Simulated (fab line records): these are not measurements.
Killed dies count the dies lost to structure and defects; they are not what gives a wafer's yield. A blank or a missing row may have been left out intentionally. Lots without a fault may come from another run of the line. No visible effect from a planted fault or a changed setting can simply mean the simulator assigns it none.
fab line records	flow n5Finfet	part 2 of 2: steps 5 to 6 of 6
record: lots: 21	wafers: 63	lastDay: 17
route steps=1938 shown BEOL_M2@843
lots that met no fault: from a run of the same line without faults
startH: hours from the record's first day to the start of the lot's first wafer shown	waitH: how many hours have passed since the lot's step before this one	" unchanged from the row above	L1.1+2: a row that stands for several wafers	- either no value or no given start	* or withheld: withheld	< > ~ a bound
route shown NAME@n: NAME is a module with steps in the file, n the number in the route of the first one	usual: mean/standard deviation taken from wafers without a fault	same: alike in all rows	chamber/n: place in a boat	sites: each site's reading	_std_site: their standard deviation	_edge_site: the outer-site mean with the inner-site mean subtracted	radiusMm: how far each site lies from the wafer's centre	mask NAME#n: copy n	behind: the tool/chamber that last shaped the wafer	hold: reason for holding the lot/hours on hold/outcome of the hold	device: the n, p or np transistor that did not switch	end of line: tests run on the same wafers once the route is complete	a step with no rows: only its recipe	killed: not the wafer's yield, but the dies lost to structure and defects at the first sort	map: per-die view of a wafer (x killed, . not killed, _ where there is no die)
set.NAME: the setting as run; set.NAME@STEP: as run at that earlier step	model.NAME: the simulator's own value behind a step, which no gauge read
a sample of lots followed through the steps of the route, with each step as a table and each wafer as a row
services: when a tool's chamber went out of use (startH, in hours from the record's first day, below 0 if earlier), for how many hours, and the reason
== steps ==
step: N5_BEOL_M2_ETCH_41
recipe: chemistry: CH3F/O2	target: SiCN	targetDepthA: 299	taperDeg: 2	timeS: 52.5	ionEnergyEv: 120	maskMaterial: TiN	pressureMtorr: 30	sourceW: 395	biasW: 75	Ar_flow_sccm: 150	CH3F_flow_sccm: 30	O2_flow_sccm: 20
usual: O2_flow_sccm: 20.00/0.059	drypumpMotorCurrentA: 5.6/0.58	oesProductAu: 0.84/0.08	rfVppV: 297.7/1.4	showerheadPlenumPTorr: 2.02/0.061	throttleValvePct: 16.21/0.18
same: timeS: 52.5
lot.wafer	tool	chamber	startH	waitH	O2_flow_sccm	drypumpMotorCurrentA	oesProductAu	rfHoursCounterH	rfVppV	showerheadPlenumPTorr	throttleValvePct
L075.1	rieDiel-04	0	-	-	19.93	6.3	0.86	42	299.2	2.05	15.83
L075.4	"	2	"	"	20.12	5.2	0.92	29	298.7	2.04	16.01
L075.5	"	3	"	"	20.02	5.5	0.80	-	296.7	2.02	16.30
L076.2	rieDiel-04	0	-	-	19.87	6.2	0.84	44	297.4	2.04	15.84
L076.3	"	3	"	"	20.02	5.5	0.80	102	297.6	2.02	16.32
L076.6	"	0	"	"	19.94	6.3	0.84	-	298.0	2.04	15.84
L077.3	rieDiel-06	3	-	-	19.94	5.0	0.71	215	296.0	1.98	16.48
L077.4	"	1	"	"	20.01	5.3	0.92	8	298.3	2.05	16.24
L077.6	"	1	"	"	20.05	5.3	0.93	-	298.8	2.05	16.23
L079.1	rieDiel-02	3	-	-	20.03	5.9	0.90	39	300.2	2.12	16.02
L079.5	"	3	"	"	20.06	5.9	0.89	-	297.7	2.12	16.00
L079.6	"	2	"	"	19.98	4.9	0.80	-	297.4	2.01	16.42
L080.1	rieDiel-04	2	-	-	20.01	5.1	0.92	41	297.5	2.04	16.00
L080.4	"	0	"	"	19.91	6.3	0.85	53	296.9	2.04	15.85
L080.6	"	1	"	"	19.95	5.5	0.71	-	296.6	1.98	16.42
L081.4	rieDiel-02	3	-	-	19.98	5.9	0.87	45	299.3	2.12	16.03
L081.5	"	2	"	"	20.00	4.9	0.79	-	298.1	2.01	16.43
L081.6	"	3	"	"	20.06	5.9	0.89	-	300.3	2.12	16.04
L082.2	rieDiel-02	2	-	-	19.90	5.0	0.79	108	296.5	2.00	16.44
L082.3	"	0	"	"	20.02	5.0	0.96	3	298.7	2.14	16.16
L082.6	"	1	"	"	20.03	6.7	0.93	-	296.1	1.95	16.08
L083.1	rieDiel-04	2	-	-	20.04	5.2	0.90	46	297.5	2.04	16.02
L083.2	"	3	"	"	20.01	5.5	0.79	116	297.1	2.02	16.33
L083.4	"	0	"	"	19.98	6.3	0.84	59	298.2	2.04	15.87
L084.1	rieDiel-02	0	-	-	19.95	5.0	0.95	6	300.3	2.14	16.16
L084.2	"	1	"	"	20.06	6.7	0.92	32	297.3	1.95	16.09
L084.3	"	2	"	"	20.04	4.9	0.79	111	296.3	2.00	16.44
L086.2	rieDiel-02	3	-	-	19.93	5.9	0.88	54	298.3	2.11	16.05
L086.3	"	2	"	"	20.10	4.9	0.78	118	298.3	2.00	16.46
L086.5	"	0	"	"	19.85	5.0	0.93	-	299.9	2.14	16.17
L087.2	rieDiel-02	0	-	-	19.95	5.0	0.92	14	299.1	2.14	16.18
L087.3	"	3	"	"	20.04	5.9	0.88	56	300.3	2.11	16.05
L087.6	"	0	"	"	19.98	5.0	0.92	-	299.8	2.14	16.18
L089.3	rieDiel-06	1	-	-	20.02	5.3	0.88	27	297.6	2.04	16.28
L089.5	"	1	"	"	19.89	5.3	0.89	-	296.5	2.04	16.26
L089.6	"	2	"	"	20.01	6.1	0.82	-	296.9	1.95	16.27
L088.1	rieDiel-04	2	-	-	19.96	5.1	0.88	60	296.7	2.03	16.05
L088.3	"	3	"	"	19.95	5.5	0.77	130	298.7	2.01	16.35
L088.4	"	0	"	"	20.00	6.2	0.82	74	299.1	2.03	15.90
L091.2	rieDiel-04	0	-	-	19.99	6.2	0.82	78	297.6	2.03	15.90
L091.5	"	3	"	"	20.07	5.5	0.77	-	298.2	2.01	16.37
L091.6	"	0	"	"	20.06	6.2	0.81	-	298.2	2.03	15.90
L092.1	rieDiel-04	1	-	-	20.02	5.5	0.69	226	297.2	1.97	16.47
L092.4	"	2	"	"	20.08	5.2	0.88	69	297.7	2.03	16.08
L092.6	"	0	"	"	20.04	6.2	0.81	-	298.0	2.03	15.90
L090.2	rieDiel-06	1	-	-	20.01	5.3	0.87	36	299.0	2.04	16.30
L090.5	"	2	"	"	20.03	6.1	0.82	-	295.3	1.95	16.27
L090.6	"	0	"	"	19.99	5.8	0.69	-	295.7	1.97	16.39
L093.3	rieDiel-02	3	-	-	19.93	5.9	0.86	66	299.4	2.11	16.07
L093.4	"	0	"	"	19.97	5.0	0.89	22	298.7	2.13	16.18
L093.6	"	1	"	"	19.92	6.7	0.88	-	295.3	1.94	16.12
L095.1	rieDiel-02	2	-	-	19.98	4.9	0.77	129	297.3	2.00	16.48
L095.2	"	3	"	"	19.99	5.9	0.85	67	298.6	2.11	16.08
L095.4	"	0	"	"	19.91	5.0	0.90	23	300.3	2.13	16.20
L094.1	rieDiel-06	1	-	-	20.08	5.3	0.84	47	296.9	2.03	16.31
L094.2	"	3	"	"	20.06	5.0	0.99	4	295.4	1.96	16.08
L094.6	"	3	"	"	19.98	5.0	1.00	-	296.3	1.97	16.07
L096.2	rieDiel-06	3	-	-	19.95	5.0	1.01	5	296.4	1.96	16.08
L096.4	"	0	"	"	20.03	5.8	0.69	245	296.6	1.97	16.42
L096.5	"	3	"	"	19.91	5.0	1.00	-	296.4	1.96	16.07
L097.1	rieDiel-02	3	-	-	20.03	5.9	0.86	68	298.4	2.11	16.07
L097.2	"	0	"	"	20.01	5.0	0.89	25	300.4	2.13	16.20
L097.5	"	3	"	"	20.00	5.9	0.86	-	299.5	2.11	16.06
step: N5_BEOL_M2_SPUTTER_79
recipe: material: Cu	targetThkA: 45	tempC: -20	chamberPressurePa: 0.07	powerW: withheld	timeS: 8.29
usual: chamberPressurePa: 0.06999/0.00014	throttleValvePct: 30.1/0.43
same: timeS: 8.29
lot.wafer	tool	chamber	startH	waitH	chamberPressurePa	throttleValvePct
L075.1	pvdSputter-03	-	142.77	0.1	0.06993	30.5
L075.4	"	-	"	"	0.07008	29.7
L075.5	"	-	"	"	0.06989	30.0
L076.2	pvdSputter-01	-	149.49	0.1	0.06998	29.7
L076.3	"	-	"	"	0.06987	29.9
L076.6	"	-	"	"	0.06989	30.1
L077.3	pvdSputter-01	-	154.32	0.1	0.06985	31.0
L077.4	"	-	"	"	0.06994	29.5
L077.6	"	-	"	"	0.07023	29.5
L079.1	pvdSputter-01	-	169.19	0.1	0.06998	31.1
L079.5	"	-	"	"	0.06991	29.9
L079.6	"	-	"	"	0.06999	30.0
L080.1	pvdSputter-01	-	174.72	0.1	0.06986	30.9
L080.4	"	-	"	"	0.07017	29.9
L080.6	"	-	"	"	0.07012	31.0
L081.4	pvdSputter-03	-	185.25	0.1	0.07002	30.4
L081.5	"	-	"	"	0.07003	29.8
L081.6	"	-	"	"	0.0703	29.8
L082.2	pvdSputter-01	-	188.66	0.1	0.06989	30.2
L082.3	"	-	"	"	0.06994	30.0
L082.6	"	-	"	"	0.06972	29.5
L083.1	pvdSputter-02	-	192.74	0.1	0.06996	30.1
L083.2	"	-	"	"	0.06979	29.4
L083.4	"	-	"	"	0.07006	30.1
L084.1	pvdSputter-02	-	196.97	0.1	0.07001	29.9
L084.2	"	-	"	"	0.07003	30.2
L084.3	"	-	"	"	0.06997	29.9
L086.2	pvdSputter-03	-	215.22	0.1	0.06996	29.8
L086.3	"	-	"	"	0.07008	30.5
L086.5	"	-	"	"	0.07007	29.5
L087.2	pvdSputter-03	-	218.42	0.1	0.07	30.4
L087.3	"	-	"	"	0.06985	30.2
L087.6	"	-	"	"	0.06993	30.0
L089.3	pvdSputter-03	-	232.16	0.1	0.06991	30.6
L089.5	"	-	"	"	0.07006	29.9
L089.6	"	-	"	"	0.06994	29.9
L088.1	pvdSputter-02	-	233.59	0.1	0.0699	30.3
L088.3	"	-	"	"	0.06986	30.0
L088.4	"	-	"	"	0.0699	30.3
L091.2	pvdSputter-01	-	240.41	0.1	0.06981	29.9
L091.5	"	-	"	"	0.06976	30.1
L091.6	"	-	"	"	0.07017	29.7
L092.1	pvdSputter-01	-	248.45	0.1	0.07027	29.9
L092.4	"	-	"	"	0.06998	30.6
L092.6	"	-	"	"	0.07006	29.6
L090.2	pvdSputter-03	-	248.90	0.1	0.06995	29.7
L090.5	"	-	"	"	0.07017	29.7
L090.6	"	-	"	"	0.07008	29.6
L093.3	pvdSputter-02	-	270.22	0.1	0.06988	30.0
L093.4	"	-	"	"	0.07	30.5
L093.6	"	-	"	"	0.06958	29.9
L095.1	pvdSputter-03	-	272.53	0.1	0.06996	30.1
L095.2	"	-	"	"	0.06956	30.5
L095.4	"	-	"	"	0.06993	29.8
L094.1	pvdSputter-02	-	273.08	0.1	0.07013	29.4
L094.2	"	-	"	"	0.07006	30.0
L094.6	"	-	"	"	0.06993	30.1
L096.2	pvdSputter-01	-	275.55	0.1	0.07006	31.1
L096.4	"	-	"	"	0.07003	30.0
L096.5	"	-	"	"	0.06982	29.7
L097.1	pvdSputter-03	-	276.07	0.1	0.07009	30.4
L097.2	"	-	"	"	0.07008	29.6
L097.5	"	-	"	"	0.07011	29.4
== services ==
tool	chamber	startH	hours	kind
pvdSputter-03	-	118.23	5.8	repair
pecvd-01	-	130.28	0.3	repair
rieDiel-06	-	153.59	1.2	repair
rieDiel-02	0	162.16	-	clean
rieDiel-02	0	162.16	-	consumableReplace:focusRing
rieDiel-02	0	162.16	-	consumableReplace:showerhead
rieDiel-02	0	162.16	13.7	scheduledDown
rieDiel-02	0	162.16	13.7	ventCycle
pvdSputter-01	-	164.86	1.5	repair
pecvd-03	0	170.64	5.5	scheduledDown
pecvd-04	2	172.95	2.1	scheduledDown
rieDiel-06	1	175.24	16.7	repair
pecvd-03	2	176.33	5.5	scheduledDown
pecvd-03	-	181.09	1.8	repair
pvdSputter-02	-	187.05	3.7	repair
rieDiel-02	3	196.56	2.4	repair
pecvd-03	-	199.99	14.6	pm
rieDiel-02	-	217.41	0.9	repair
rieDiel-02	-	221.67	28.1	pm
rieDiel-06	3	240.20	-	clean
rieDiel-06	3	240.20	-	consumableReplace:focusRing
rieDiel-06	3	240.20	19.6	scheduledDown
rieDiel-06	3	240.20	19.6	ventCycle
pecvd-03	1	272.89	2.1	scheduledDown
